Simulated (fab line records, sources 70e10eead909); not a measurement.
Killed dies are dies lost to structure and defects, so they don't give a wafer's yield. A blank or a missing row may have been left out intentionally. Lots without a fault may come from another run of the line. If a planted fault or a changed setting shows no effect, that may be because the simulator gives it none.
Which tool did it? -- flow nand-harc -- Sampling: 12 lots, 36 wafers, 5 of 1302 route steps

== WHAT THE GAUGES SHOWED, per wafer ==
NHARC_END_SORT_01. Usual: killed-at-array 61, standard deviation 23; killed-at-other 1.3, standard deviation 1.4; killed-at-periphery 4.0, standard deviation 2.6; killed-dies 66, standard deviation 22; killed-open 3.4, standard deviation 1.8; killed-short 2.3, standard deviation 1.4.
lot,measured,on,killed-at-array,killed-at-other,killed-at-periphery,killed-dies,killed-open,killed-short,flag
L329,day 24 18:42,prober-01,98 97 102,1 0 1,2 7 1,101 104 104,4 2 3,2 4 2,
L330,day 24 18:42,prober-02,59 60 67,2 2 1,5 4 8,66 66 76,4 3 4,2 2 2,
L331,day 25 04:36,prober-02,55 52 44,1 1 0,2 2 0,58 55 44,4 0 6,1 3 3,
L334,day 26 16:12,prober-01,81 70 50,2 2 3,3 1 3,86 73 56,4 3 0,1 1 1,
L335,day 26 21:11,prober-02,26 33 30,1 1 0,3 2 2,30 36 32,6 3 2,4 3 2,
L338,day 27 16:37,prober-02,27 32 32,1 3 5,6 12 8,34 47 45,3 5 4,2 4 3,
L339,day 28 20:26,prober-02,21 24 17,1 4 2,2 4 1,24 32 20,0 1 2,0 5 2,
L341,day 29 05:47,prober-01,64 70 56,4 1 0,1 2 5,69 73 61,4 5 4,3 1 4,
L346,day 31 13:34,prober-02,50 360 60,0 0 1,6 3 6,56 363 67,5 3 4,3 3 2,OFF
L348,day 32 17:55,prober-01,53 47 50,1 0 0,7 5 4,61 52 54,4 0 4,3 1 3,
L347,day 32 21:49,prober-02,387 66 74,1 2 1,5 12 7,393 80 82,4 3 1,4 0 1,OFF
L349,day 33 12:38,prober-02,52 55 72,3 3 1,3 1 4,58 59 77,3 4 3,1 1 1,

== WHAT TOOL EACH LOT RAN ON (gives the tool, then ch and the chambers of the sampled wafers, and finally the start) ==
lot,NHARC_A_CONTACT_ETCH_117,NHARC_A_CONTACT_ETCH_118,NHARC_A_CONTACT_ETCH_90,NHARC_A_CONTACT_ETCH_102
L329,"har-cap-etch-03 ch 0,1, day 21 23:53","har-cap-etch-03 ch 0,1, day 22 00:03","rie-diel-11 ch 0,1,3, day 22 01:53","rie-diel-11 ch 0,2,3, day 22 02:24"
L330,"har-cap-etch-02 ch 0,1, day 22 00:13","har-cap-etch-02 ch 0,1, day 22 00:24","rie-diel-01 ch 2,3, day 22 02:13","rie-diel-01 ch 1,3, day 22 02:44"
L331,"har-cap-etch-02 ch 0,1, day 22 09:23","har-cap-etch-02 ch 0,1, day 22 09:34","rie-diel-11 ch 0,2, day 22 11:22","rie-diel-11 ch 0,2,3, day 22 11:52"
L334,"har-cap-etch-03 ch 0,1, day 23 20:41","har-cap-etch-03 ch 0,1, day 23 20:51","rie-diel-01 ch 1,2,3, day 23 22:41","rie-diel-11 ch 1,2,3, day 23 23:22"
L335,"har-cap-etch-01 ch 0,1, day 24 02:09","har-cap-etch-01 ch 0,1, day 24 02:19","rie-diel-11 ch 0,2,3, day 24 04:11","rie-diel-04 ch 1,3, day 24 04:41"
L338,"har-cap-etch-03 ch 0,1, day 25 00:01","har-cap-etch-03 ch 0,1, day 25 00:11","rie-diel-04 ch 0,2, day 25 02:02","rie-diel-01 ch 1,2, day 25 02:32"
L339,"har-cap-etch-01 ch 0,1, day 26 02:22","har-cap-etch-01 ch 0,1, day 26 02:32","rie-diel-04 ch 0,1,2, day 26 04:24","rie-diel-04 ch 0,1,3, day 26 04:53"
L341,"har-cap-etch-01 ch 0,1, day 26 13:08","har-cap-etch-01 ch 0,1, day 26 13:19","rie-diel-01 ch 0,1,3, day 26 15:10","rie-diel-04 ch 1,2, day 26 15:47"
L346,"har-cap-etch-01 ch 0,1, day 28 19:44","har-cap-etch-01 ch 0,1, day 28 19:54","rie-diel-11 ch 0,2,3, day 28 21:44","rie-diel-04 ch 0,1,3, day 28 22:22"
L348,"har-cap-etch-01 ch 0,1, day 29 18:33","har-cap-etch-01 ch 0,1, day 29 18:44","rie-diel-01 ch 0,2,3, day 29 20:32","rie-diel-11 ch 0,1,2, day 29 21:05"
L347,"har-cap-etch-03 ch 0,1, day 29 18:44","har-cap-etch-03 ch 0,1, day 29 18:55","rie-diel-11 ch 0,1,3, day 29 20:45","rie-diel-11 ch 1,2,3, day 29 21:24"
L349,"har-cap-etch-02 ch 0, day 30 16:00","har-cap-etch-02 ch 0, day 30 16:14","rie-diel-01 ch 1,2,3, day 30 18:31","rie-diel-01 ch 2,3, day 30 19:16"
- NHARC_A_CONTACT_ETCH_117: etches the open film in C4F8/O2/Ar, time 190 s, target depth 1850 nm.
- NHARC_A_CONTACT_ETCH_118: etches the open film in C4F8/O2/Ar, time 190 s, target depth 1850 nm.
- NHARC_A_CONTACT_ETCH_90: etches the open film in CH3F/O2, target depth 40 nm, time 85.7 s.
- NHARC_A_CONTACT_ETCH_102: etches the open film in CF4/O2, target depth 100 nm, overetch 10 nm, time 55 s.

== AS READ BY THE TOOLS THEMSELVES (means over the sampled wafers that have a number; for cases with no such wafer, the mark the record gives instead) ==
NHARC_A_CONTACT_ETCH_90. Usual: drypump-motor-current-A 5.7 A, standard deviation 0.5; oes-product-au 0.95 a.u., standard deviation 0.035; rf-vpp-V 245.2 V, standard deviation 2.1; showerhead-plenum-p-Torr 2.52 Torr, standard deviation 0.14; throttle-valve-pct 20.664 %, standard deviation 0.0089.
lot,tool,drypump-motor-current-A (A),oes-product-au (a.u.),rf-vpp-V (V),showerhead-plenum-p-Torr (Torr),throttle-valve-pct (%),flag
L329,rie-diel-11,5.8,0.92,245.5,2.55,20.670,
L330,rie-diel-01,6.1,1.01,245.4,2.56,20.669,
L331,rie-diel-11,5.9,0.93,244.2,2.43,20.667,
L334,rie-diel-01,6.2,0.93,245.0,2.50,20.663,
L335,rie-diel-11,5.7,1.00,244.2,2.54,20.655,
L338,rie-diel-04,5.6,1.00,244.8,2.49,20.666,
L339,rie-diel-04,5.4,1.00,244.3,2.51,20.668,
L341,rie-diel-01,6.0,0.93,244.7,2.44,20.666,
L346,rie-diel-11,5.7,0.90,245.2,2.53,20.668,
L348,rie-diel-01,6.0,0.93,245.9,2.49,20.662,
L347,rie-diel-11,5.8,0.85,245.3,2.54,20.672,
L349,rie-diel-01,6.1,0.92,244.3,2.47,20.663,

NHARC_A_CONTACT_ETCH_102. Usual: cf4-flow-sccm 80.00 sccm, standard deviation 0.25; drypump-motor-current-A 5.7 A, standard deviation 0.47; oes-product-au 1.002 a.u., standard deviation 0.0079; rf-vpp-V 198.3 V, standard deviation 1.8; showerhead-plenum-p-Torr 1.36 Torr, standard deviation 0.08; throttle-valve-pct 13.397 %, standard deviation 0.0085.
lot,tool,cf4-flow-sccm (sccm),drypump-motor-current-A (A),oes-product-au (a.u.),rf-vpp-V (V),showerhead-plenum-p-Torr (Torr),throttle-valve-pct (%),flag
L329,rie-diel-11,80.09,5.7,1.009,198.3,1.38,13.389,
L330,rie-diel-01,79.98,6.5,0.983,198.3,1.39,13.406,
L331,rie-diel-11,80.33,5.7,1.008,198.7,1.38,13.394,
L334,rie-diel-11,79.99,5.4,1.007,199.5,1.44,13.390,
L335,rie-diel-04,79.93,5.1,1.009,198.7,1.39,13.397,
L338,rie-diel-01,79.81,5.8,0.999,197.3,1.33,13.403,
L339,rie-diel-04,80.01,5.4,1.002,199.0,1.38,13.393,
L341,rie-diel-04,79.81,5.3,0.997,196.6,1.31,13.384,
L346,rie-diel-04,79.97,5.4,1.000,198.4,1.38,13.394,
L348,rie-diel-11,80.17,5.7,1.006,199.2,1.38,13.403,
L347,rie-diel-11,79.97,5.4,1.000,199.2,1.44,13.391,
L349,rie-diel-01,80.05,6.1,1.002,198.6,1.37,13.406,

== THE ANSWER, worked out from the rows above alone ==
Rule: a lot counts as off when the mean over its wafers that have a number is more than 3 standard deviations away from the usual mean. A lot without any number at a reading at which 4 lots or more have one is off too. Any other lot the step has rows for is counted as sound. First the gauges in route order, then the tools' own readings, where a lot's mean is used as printed above. At the first step where some lot is off, the reading lying furthest off is the one used; lots without a number count as furthest.
Off: L346, L347 (NHARC_END_SORT_01, killed-dies).
A tool fits if, at a process step before that reading, it ran every lot that is off, and no sound lot after the first of them. The gauges at NHARC_END_SORT_01 are tried like those tools. One fits: NHARC_A_CONTACT_ETCH_90 on rie-diel-11. Its last sound lot is L335 (day 24 04:11), its first lot that is off L346 (day 28 21:44): a fault that began between those two fits.

== WHAT WAS PUT IN BY THE SIMULATOR ==
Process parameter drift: rie-diel-11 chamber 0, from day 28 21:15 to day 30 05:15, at NHARC_A_CONTACT_ETCH_90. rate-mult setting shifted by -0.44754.
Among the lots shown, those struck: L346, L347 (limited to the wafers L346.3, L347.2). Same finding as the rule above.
